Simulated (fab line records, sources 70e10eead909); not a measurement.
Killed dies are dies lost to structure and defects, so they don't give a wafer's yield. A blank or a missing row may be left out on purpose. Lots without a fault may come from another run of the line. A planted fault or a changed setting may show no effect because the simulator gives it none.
Chamber matching | flow nand_harc | NHARC_A_STAIRCASE_TRIM_187 on rie_diel-07: 4 sister chambers
The step chemistry O2, time 211.2 s. 8 wafers are shown with their chamber, then 9 later ones without.

WAFERS WITH THEIR CHAMBER
wafer  | chamber | showerhead_plenum_p_Torr (Torr) | drypump_motor_current_A (A)
L083.3 | 1       | 3.50                            | 5.6
L088.3 | 2       | 3.55                            | 5.9
L085.1 | 2       | 3.55                            | 6.0
L085.4 | 3       | 3.49                            | 5.3
L085.6 | 0       | 3.76                            | 5.8
L087.1 | 3       | 3.48                            | 5.3
L087.3 | 0       | 3.75                            | 5.8
L087.4 | 1       | 3.49                            | 5.7

WAFERS WITHOUT THEIR CHAMBER
wafer  | showerhead_plenum_p_Torr (Torr) | drypump_motor_current_A (A)
L093.1 | 3.75                            | 5.8
L093.3 | 3.49                            | 5.6
L093.4 | 3.54                            | 5.9
L097.3 | 3.74                            | 5.8
L097.5 | 3.74                            | 5.9
L097.6 | 3.48                            | 5.7
L097.1 | 3.53                            | 5.9
L097.2 | 3.47                            | 5.3
L097.4 | 3.48                            | 5.6

WHICH CHAMBER EACH WENT THROUGH
wafer  | from the rows above | in truth
L093.1 | 0                   | 0
L093.3 | 1                   | 1
L093.4 | 2                   | 2
L097.3 | 0                   | 0
L097.5 | 0                   | 0
L097.6 | 1                   | 1
L097.1 | 2                   | 2
L097.2 | 3                   | 3
L097.4 | 1                   | 1
Placed correctly: 9 of 9. Can't be placed from these rows: 0. Placed wrongly: 0.
How it was worked out, from the rows above alone: a wafer's distance from a chamber is the root of the sum, over the readings, of the square of ((its reading less the chamber's mean) divided by the reading's scatter). The wafer belongs to the nearest chamber; if the next one is less than 2 further off, it can't be placed. A chamber's mean is the mean of its shown wafers. The scatter: the root of (the sum of the squares of (reading less its chamber's mean) over the shown wafers, divided by (wafers less chambers)).
